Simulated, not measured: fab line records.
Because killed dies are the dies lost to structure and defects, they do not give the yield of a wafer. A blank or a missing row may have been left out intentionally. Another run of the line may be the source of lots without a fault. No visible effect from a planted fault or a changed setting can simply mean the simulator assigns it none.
Which tool is to blame?	flow n5-finfet	72 wafers from 24 lots sampled at 6 of the route's 1938 steps

## WHAT THE GAUGES READ, wafer by wafer
The record lacks any reading of a measuring or inspecting step that a usual standard deviation could be used to judge.

## WHICH TOOL RAN EACH LOT (tool, then ch and the chambers of the sampled wafers, then the start)
lot	N5_BEOL_M1_VIA_ETCH_34	N5_BEOL_M1_SPUTTER_81	N5_BEOL_M1_SPUTTER_90	N5_BEOL_M1_SPUTTER_92	N5_BEOL_M1_SPUTTER_96	N5_BEOL_M1_CO_CAP_55
L075	rie-diel-05 ch 0,3, day 7 01:58	pvd-sputter-03, day 7 03:46	pvd-sputter-03, day 7 04:26	pvd-sputter-03, day 7 04:39	pvd-sputter-03, day 7 05:05	cvd-co-02 ch 1,2, day 7 05:58
L074	rie-diel-05 ch 1,2,3, day 7 03:05	pvd-sputter-01, day 7 05:42	pvd-sputter-01, day 7 06:22	pvd-sputter-01, day 7 06:35	pvd-sputter-01, day 7 07:01	cvd-co-01 ch 0,1,2, day 7 07:53
L076	rie-diel-05 ch 2,3, day 7 05:00	pvd-sputter-03, day 7 06:44	pvd-sputter-03, day 7 07:24	pvd-sputter-03, day 7 07:37	pvd-sputter-03, day 7 08:04	cvd-co-01 ch 0,1,2, day 7 08:55
L077	rie-diel-06 ch 2,3, day 7 05:01	pvd-sputter-02, day 7 06:49	pvd-sputter-02, day 7 07:29	pvd-sputter-02, day 7 07:42	pvd-sputter-02, day 7 08:08	cvd-co-02 ch 0,2, day 7 09:00
L078	rie-diel-05 ch 1,2,3, day 7 08:13	pvd-sputter-02, day 7 10:18	pvd-sputter-02, day 7 10:58	pvd-sputter-02, day 7 11:11	pvd-sputter-02, day 7 11:37	cvd-co-01 ch 0,1,2, day 7 12:54
L079	rie-diel-02 ch 0,1,2, day 7 20:29	pvd-sputter-03, day 7 22:40	pvd-sputter-03, day 7 23:20	pvd-sputter-03, day 7 23:33	pvd-sputter-03, day 7 23:59	cvd-co-01 ch 1,2, day 8 00:51
L080	rie-diel-06 ch 1,2,3, day 7 20:32	pvd-sputter-01, day 7 23:18	pvd-sputter-01, day 7 23:58	pvd-sputter-01, day 8 00:11	pvd-sputter-01, day 8 00:37	cvd-co-01 ch 0,1,2, day 8 01:30
L081	rie-diel-06 ch 0,2,3, day 7 23:53	pvd-sputter-02, day 8 01:56	pvd-sputter-02, day 8 02:35	pvd-sputter-02, day 8 02:49	pvd-sputter-02, day 8 03:15	cvd-co-01 ch 1,2, day 8 04:07
L082	rie-diel-02 ch 0,1,2, day 8 03:24	pvd-sputter-03, day 8 05:27	pvd-sputter-03, day 8 06:07	pvd-sputter-03, day 8 06:20	pvd-sputter-03, day 8 06:46	cvd-co-01 ch 0,1,2, day 8 07:38
L083	rie-diel-06 ch 1,3, day 8 12:51	pvd-sputter-02, day 8 15:07	pvd-sputter-02, day 8 15:46	pvd-sputter-02, day 8 15:59	pvd-sputter-02, day 8 16:26	cvd-co-01 ch 1,2, day 8 17:40
L084	rie-diel-06 ch 0,1, day 8 20:39	pvd-sputter-01, day 8 22:43	pvd-sputter-01, day 8 23:22	pvd-sputter-01, day 8 23:35	pvd-sputter-01, day 9 00:02	cvd-co-02 ch 1,2, day 9 01:02
L085	rie-diel-06 ch 1,3, day 9 04:54	pvd-sputter-01, day 9 07:00	pvd-sputter-01, day 9 07:40	pvd-sputter-01, day 9 07:53	pvd-sputter-01, day 9 08:19	cvd-co-01 ch 0,1,2, day 9 09:13
L086	rie-diel-05 ch 0,1,3, day 9 12:35	pvd-sputter-01, day 9 16:04	pvd-sputter-01, day 9 16:44	pvd-sputter-01, day 9 16:57	pvd-sputter-01, day 9 17:23	cvd-co-02 ch 0,1, day 9 18:16
L088	rie-diel-02 ch 1,3, day 10 10:08	pvd-sputter-01, day 10 12:07	pvd-sputter-01, day 10 12:47	pvd-sputter-01, day 10 13:00	pvd-sputter-01, day 10 13:26	cvd-co-02 ch 0,1,2, day 10 14:28
L087	rie-diel-05 ch 0,1,2, day 10 19:32	pvd-sputter-03, day 10 21:14	pvd-sputter-03, day 10 21:54	pvd-sputter-03, day 10 22:07	pvd-sputter-03, day 10 22:34	cvd-co-02 ch 1,2, day 10 23:26
L089	rie-diel-02 ch 2,3, day 10 23:45	pvd-sputter-03, day 11 01:48	pvd-sputter-03, day 11 02:28	pvd-sputter-03, day 11 02:41	pvd-sputter-03, day 11 03:07	cvd-co-01 ch 0,2, day 11 03:59
L090	rie-diel-05 ch 0,1, day 10 23:52	pvd-sputter-01, day 11 01:54	pvd-sputter-01, day 11 02:34	pvd-sputter-01, day 11 02:47	pvd-sputter-01, day 11 03:13	cvd-co-01 ch 0,1,2, day 11 04:08
L091	rie-diel-05 ch 0,1,2, day 11 00:57	pvd-sputter-01, day 11 04:14	pvd-sputter-01, day 11 04:53	pvd-sputter-01, day 11 05:07	pvd-sputter-01, day 11 05:33	cvd-co-01 ch 0,1, day 11 06:25
L093	rie-diel-06 ch 0,1,3, day 11 10:11	pvd-sputter-01, day 11 11:53	pvd-sputter-01, day 11 12:33	pvd-sputter-01, day 11 12:46	pvd-sputter-01, day 11 13:13	cvd-co-02 ch 0,2, day 11 14:13
L095	rie-diel-02 ch 0,1,3, day 11 10:19	pvd-sputter-02, day 11 12:10	pvd-sputter-02, day 11 12:49	pvd-sputter-02, day 11 13:02	pvd-sputter-02, day 11 13:29	cvd-co-02 ch 1,2, day 11 14:21
L092	rie-diel-02 ch 0,1,3, day 11 10:40	pvd-sputter-02, day 11 14:00	pvd-sputter-02, day 11 14:40	pvd-sputter-02, day 11 14:53	pvd-sputter-02, day 11 15:19	cvd-co-01 ch 0,1,2, day 11 16:14
L094	rie-diel-05 ch 0,1,3, day 11 21:37	pvd-sputter-03, day 12 00:44	pvd-sputter-03, day 12 01:23	pvd-sputter-03, day 12 01:37	pvd-sputter-03, day 12 02:03	cvd-co-02 ch 0,1,2, day 12 02:55
L096	rie-diel-02 ch 0,1, day 12 03:23	pvd-sputter-01, day 12 05:25	pvd-sputter-01, day 12 06:05	pvd-sputter-01, day 12 06:18	pvd-sputter-01, day 12 06:44	cvd-co-02 ch 0,1,2, day 12 08:18
L097	rie-diel-02 ch 1,3, day 12 10:50	pvd-sputter-02, day 12 12:51	pvd-sputter-02, day 12 13:31	pvd-sputter-02, day 12 13:44	pvd-sputter-02, day 12 14:10	cvd-co-02 ch 0,2, day 12 15:02
- N5_BEOL_M1_VIA_ETCH_34: etches the open film in C4F6/O2, target depth 67.8 nm, time 64.4 s.
- N5_BEOL_M1_SPUTTER_81: material Cu, target thk 4.5 nm, time 8.29 s.
- N5_BEOL_M1_SPUTTER_90: material Cu, target thk 4.5 nm, time 8.29 s.
- N5_BEOL_M1_SPUTTER_92: material Cu, target thk 4.5 nm, time 8.29 s.
- N5_BEOL_M1_SPUTTER_96: material Cu, target thk 4.5 nm, time 8.29 s.
- N5_BEOL_M1_CO_CAP_55: material Co, precursor CCTBA/H2, target thk 2 nm, time 102.1 s.

## AS READ BY THE TOOLS THEMSELVES (means over the sampled wafers that have a number; for cases with no such wafer, the mark the record gives instead)
N5_BEOL_M1_VIA_ETCH_34. Usual: drypump-motor-current-A 5.6 A, standard deviation 0.42; oes-product-au 0.78 a.u., standard deviation 0.076; rf-vpp-V 666 V, standard deviation 12; showerhead-plenum-p-Torr 2.84 Torr, standard deviation 0.074; throttle-valve-pct 30.7 %, standard deviation 0.34.
lot	tool	drypump-motor-current-A (A)	oes-product-au (a.u.)	rf-vpp-V (V)	showerhead-plenum-p-Torr (Torr)	throttle-valve-pct (%)	flag
L075	rie-diel-05	5.2	0.79	654	2.80	30.8	
L074	rie-diel-05	5.6	0.76	674	2.87	30.6	
L076	rie-diel-05	5.8	0.80	681	2.86	30.7	
L077	rie-diel-06	5.6	0.73	664	2.95	30.8	
L078	rie-diel-05	5.6	0.76	674	2.87	30.7	
L079	rie-diel-02	5.6	0.77	662	2.85	30.7	
L080	rie-diel-06	5.9	0.72	667	2.90	30.8	
L081	rie-diel-06	5.5	0.75	671	2.89	31.0	
L082	rie-diel-02	5.6	0.77	663	2.85	30.7	
L083	rie-diel-06	6.2	0.69	672	2.83	30.6	
L084	rie-diel-06	6.1	0.72	679	2.78	30.8	
L085	rie-diel-06	5.9	0.70	667	2.88	30.7	
L086	rie-diel-05	5.3	0.74	661	2.84	30.7	
L088	rie-diel-02	5.6	0.86	652	2.76	30.5	
L087	rie-diel-05	5.7	0.79	667	2.85	30.5	
L089	rie-diel-02	5.7	0.86	660	2.78	30.4	
L090	rie-diel-05	5.5	0.75	660	2.86	30.5	
L091	rie-diel-05	5.7	0.79	667	2.85	30.5	
L093	rie-diel-06	5.8	0.72	674	2.82	30.8	
L095	rie-diel-02	5.4	0.81	661	2.82	30.7	
L092	rie-diel-02	5.4	0.80	661	2.82	30.7	
L094	rie-diel-05	5.3	0.82	660	2.83	30.7	
L096	rie-diel-02	5.3	0.72	666	2.89	31.0	
L097	rie-diel-02	5.6	0.86	656	2.76	30.5	

N5_BEOL_M1_SPUTTER_81. Usual: chuck-gas-flow-sccm 1.27 sccm, standard deviation 0.052; throttle-valve-pct 30.4 %, standard deviation 1.3.
lot	tool	chuck-gas-flow-sccm (sccm)	throttle-valve-pct (%)	flag
L075	pvd-sputter-03	1.25	29.6	
L074	pvd-sputter-01	1.24	31.4	
L076	pvd-sputter-03	1.25	30.1	
L077	pvd-sputter-02	1.23	29.8	
L078	pvd-sputter-02	1.29	29.3	
L079	pvd-sputter-03	1.28	29.7	
L080	pvd-sputter-01	1.24	31.0	
L081	pvd-sputter-02	1.22	30.3	
L082	pvd-sputter-03	1.33	30.2	
L083	pvd-sputter-02	1.27	29.9	
L084	pvd-sputter-01	1.24	30.7	
L085	pvd-sputter-01	1.27	30.1	
L086	pvd-sputter-01	1.22	31.6	
L088	pvd-sputter-01	1.33	31.8	
L087	pvd-sputter-03	1.28	28.9	
L089	pvd-sputter-03	1.26	29.8	
L090	pvd-sputter-01	1.27	32.0	
L091	pvd-sputter-01	1.30	31.1	
L093	pvd-sputter-01	1.25	31.7	
L095	pvd-sputter-02	1.34	30.4	
L092	pvd-sputter-02	1.31	29.5	
L094	pvd-sputter-03	1.27	30.2	
L096	pvd-sputter-01	1.27	30.7	
L097	pvd-sputter-02	1.31	29.3	

N5_BEOL_M1_SPUTTER_90. Usual: chuck-gas-flow-sccm 1.27 sccm, standard deviation 0.057; throttle-valve-pct 30.4 %, standard deviation 1.3.
lot	tool	chuck-gas-flow-sccm (sccm)	throttle-valve-pct (%)	flag
L075	pvd-sputter-03	1.28	29.6	
L074	pvd-sputter-01	1.22	31.3	
L076	pvd-sputter-03	1.28	30.1	
L077	pvd-sputter-02	1.25	29.7	
L078	pvd-sputter-02	1.22	29.4	
L079	pvd-sputter-03	1.25	29.6	
L080	pvd-sputter-01	1.27	30.8	
L081	pvd-sputter-02	1.27	30.2	
L082	pvd-sputter-03	1.26	30.2	
L083	pvd-sputter-02	1.26	30.1	
L084	pvd-sputter-01	1.25	30.6	
L085	pvd-sputter-01	1.26	30.0	
L086	pvd-sputter-01	1.28	31.5	
L088	pvd-sputter-01	1.32	31.9	
L087	pvd-sputter-03	1.30	29.2	
L089	pvd-sputter-03	1.28	29.8	
L090	pvd-sputter-01	1.28	32.0	
L091	pvd-sputter-01	1.20	31.1	
L093	pvd-sputter-01	1.26	31.7	
L095	pvd-sputter-02	1.27	30.6	
L092	pvd-sputter-02	1.32	29.4	
L094	pvd-sputter-03	1.28	30.1	
L096	pvd-sputter-01	1.27	30.7	
L097	pvd-sputter-02	1.28	29.2	

N5_BEOL_M1_SPUTTER_92. Usual: chuck-gas-flow-sccm 1.27 sccm, standard deviation 0.051; throttle-valve-pct 30.4 %, standard deviation 1.3.
lot	tool	chuck-gas-flow-sccm (sccm)	throttle-valve-pct (%)	flag
L075	pvd-sputter-03	1.25	29.5	
L074	pvd-sputter-01	1.18	31.2	
L076	pvd-sputter-03	1.26	30.0	
L077	pvd-sputter-02	1.26	29.7	
L078	pvd-sputter-02	1.31	29.4	
L079	pvd-sputter-03	1.29	29.6	
L080	pvd-sputter-01	1.28	30.8	
L081	pvd-sputter-02	1.26	30.2	
L082	pvd-sputter-03	1.24	30.2	
L083	pvd-sputter-02	1.28	29.9	
L084	pvd-sputter-01	1.17	30.7	
L085	pvd-sputter-01	1.25	30.0	
L086	pvd-sputter-01	1.31	31.5	
L088	pvd-sputter-01	1.30	32.0	
L087	pvd-sputter-03	1.31	29.0	
L089	pvd-sputter-03	1.30	29.7	
L090	pvd-sputter-01	1.27	32.0	
L091	pvd-sputter-01	1.24	31.3	
L093	pvd-sputter-01	1.32	31.8	
L095	pvd-sputter-02	1.28	30.7	
L092	pvd-sputter-02	1.26	29.5	
L094	pvd-sputter-03	1.21	30.1	
L096	pvd-sputter-01	1.27	30.5	
L097	pvd-sputter-02	1.24	29.3	

N5_BEOL_M1_SPUTTER_96. Usual: chuck-gas-flow-sccm 1.27 sccm, standard deviation 0.053; throttle-valve-pct 30.4 %, standard deviation 1.3.
lot	tool	chuck-gas-flow-sccm (sccm)	throttle-valve-pct (%)	flag
L075	pvd-sputter-03	1.30	29.4	
L074	pvd-sputter-01	1.29	31.3	
L076	pvd-sputter-03	1.31	30.0	
L077	pvd-sputter-02	1.30	29.8	
L078	pvd-sputter-02	1.28	29.2	
L079	pvd-sputter-03	1.23	29.7	
L080	pvd-sputter-01	1.28	30.9	
L081	pvd-sputter-02	1.29	30.2	
L082	pvd-sputter-03	1.24	30.2	
L083	pvd-sputter-02	1.31	30.0	
L084	pvd-sputter-01	1.21	30.7	
L085	pvd-sputter-01	1.29	30.2	
L086	pvd-sputter-01	1.24	31.5	
L088	pvd-sputter-01	1.31	31.9	
L087	pvd-sputter-03	1.29	29.1	
L089	pvd-sputter-03	1.21	29.7	
L090	pvd-sputter-01	1.34	32.0	
L091	pvd-sputter-01	1.26	31.3	
L093	pvd-sputter-01	1.23	31.9	
L095	pvd-sputter-02	1.26	30.6	
L092	pvd-sputter-02	1.30	29.4	
L094	pvd-sputter-03	1.26	30.1	
L096	pvd-sputter-01	1.24	30.8	
L097	pvd-sputter-02	1.32	29.3	

N5_BEOL_M1_CO_CAP_55. Usual: heater-power-w at 236 W, with a standard deviation of 31.
lot	tool	heater-power-w (W)	flag
L075	cvd-co-02	241	
L074	cvd-co-01	242	
L076	cvd-co-01	242	
L077	cvd-co-02	195	
L078	cvd-co-01	241	
L079	cvd-co-01	257	
L080	cvd-co-01	244	
L081	cvd-co-01	244	
L082	cvd-co-01	240	
L083	cvd-co-01	263	
L084	cvd-co-02	254	
L085	cvd-co-01	243	
L086	cvd-co-02	213	
L088	cvd-co-02	229	
L087	cvd-co-02	241	
L089	cvd-co-01	258	
L090	cvd-co-01	243	
L091	cvd-co-01	224	
L093	cvd-co-02	198	
L095	cvd-co-02	255	
L092	cvd-co-01	244	
L094	cvd-co-02	226	
L096	cvd-co-02	225	
L097	cvd-co-02	200	

## THE ANSWER, worked out from the rows above alone
Rule: lot off if the mean of its wafers having a number is beyond 3 standard deviations from the usual mean. Also off: a lot with no number at a reading for which 4 or more lots have one. Any other lot the step has rows for is counted as sound. First the gauges in route order, then the tools' own readings, where a lot's mean is used as printed above. At the first step where some lot is off, the reading lying furthest off is the one used; lots without a number count as furthest.
None of the lots is off at any reading shown; this tells nothing.

## WHAT THE SIMULATOR HAD PUT IN
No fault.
